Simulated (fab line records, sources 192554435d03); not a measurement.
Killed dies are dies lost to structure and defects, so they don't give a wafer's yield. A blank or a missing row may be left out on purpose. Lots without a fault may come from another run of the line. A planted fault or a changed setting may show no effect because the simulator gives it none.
Chamber matching | flow n5_finfet | N5_PASSIVATION_STRIP_14 on rie_diel-02: 4 sister chambers
The step strips in O2. 16 wafers are shown with their chamber, then 8 later ones without.

WAFERS WITH THEIR CHAMBER
wafer  | chamber | throttle_valve_pct (%) | drypump_motor_current_A (A) | showerhead_plenum_p_Torr (Torr)
L074.1 | 0       | 17.0                   | 6.0                         | 2.05
L074.3 | 2       | 16.1                   | 5.8                         | 2.04
L074.5 | 0       | 17.0                   | 6.0                         | 2.05
L077.1 | 2       | 16.1                   | 5.7                         | 2.03
L077.3 | 1       | 16.5                   | 5.9                         | 2.03
L077.5 | 3       | 17.1                   | 5.1                         | 1.99
L081.2 | 3       | 17.1                   | 5.1                         | 1.99
L081.4 | 2       | 16.1                   | 5.7                         | 2.03
L081.5 | 0       | 17.0                   | 6.0                         | 2.05
L084.1 | 1       | 16.5                   | 5.9                         | 2.03
L084.3 | 0       | 17.0                   | 6.0                         | 2.05
L084.4 | 3       | 17.1                   | 5.1                         | 1.99
L085.3 | 3       | 17.1                   | 5.0                         | 1.98
L085.5 | 2       | 16.1                   | 5.8                         | 2.03
L085.6 | 1       | 16.5                   | 5.9                         | 2.02
L087.2 | 0       | 17.1                   | 6.0                         | 2.05

SIGNATURES (means of the wafers above)
reading                  | chamber 0 | chamber 1 | chamber 2 | chamber 3 | scatter within a chamber
throttle_valve_pct       | 17.020    | 16.500    | 16.100    | 17.100    | 0.0258
drypump_motor_current_A  | 6.000     | 5.900     | 5.750     | 5.075     | 0.0382
showerhead_plenum_p_Torr | 2.0500    | 2.0267    | 2.0325    | 1.9875    | 0.00425
Rule: a wafer's distance from a chamber is the root of the sum, over the readings, of the square of ((its reading less the chamber's mean) divided by the reading's scatter). The wafer belongs to the nearest chamber; if the next one is less than 2 further off, it can't be placed. The scatter: the root of (the sum of the squares of (reading less its chamber's mean) over the shown wafers, divided by (wafers less chambers)).

WAFERS WITHOUT THEIR CHAMBER
wafer  | throttle_valve_pct (%) | drypump_motor_current_A (A) | showerhead_plenum_p_Torr (Torr)
L087.4 | 16.5                   | 6.0                         | 2.02
L087.6 | 16.1                   | 5.8                         | 2.03
L086.1 | 16.1                   | 5.8                         | 2.03
L086.2 | 17.1                   | 5.1                         | 1.98
L086.5 | 17.1                   | 5.1                         | 1.98
L094.4 | 17.1                   | 5.0                         | 1.98
L094.5 | 17.1                   | 5.0                         | 1.98
L094.6 | 17.0                   | 6.0                         | 2.04

WHICH CHAMBER EACH WENT THROUGH
wafer  | from the rows above | in truth
L087.4 | 1                   | 1
L087.6 | 2                   | 2
L086.1 | 2                   | 2
L086.2 | 3                   | 3
L086.5 | 3                   | 3
L094.4 | 3                   | 3
L094.5 | 3                   | 3
L094.6 | 0                   | 0
Placed correctly: 8 of 8. Can't be placed from these rows: 0. Placed wrongly: 0.
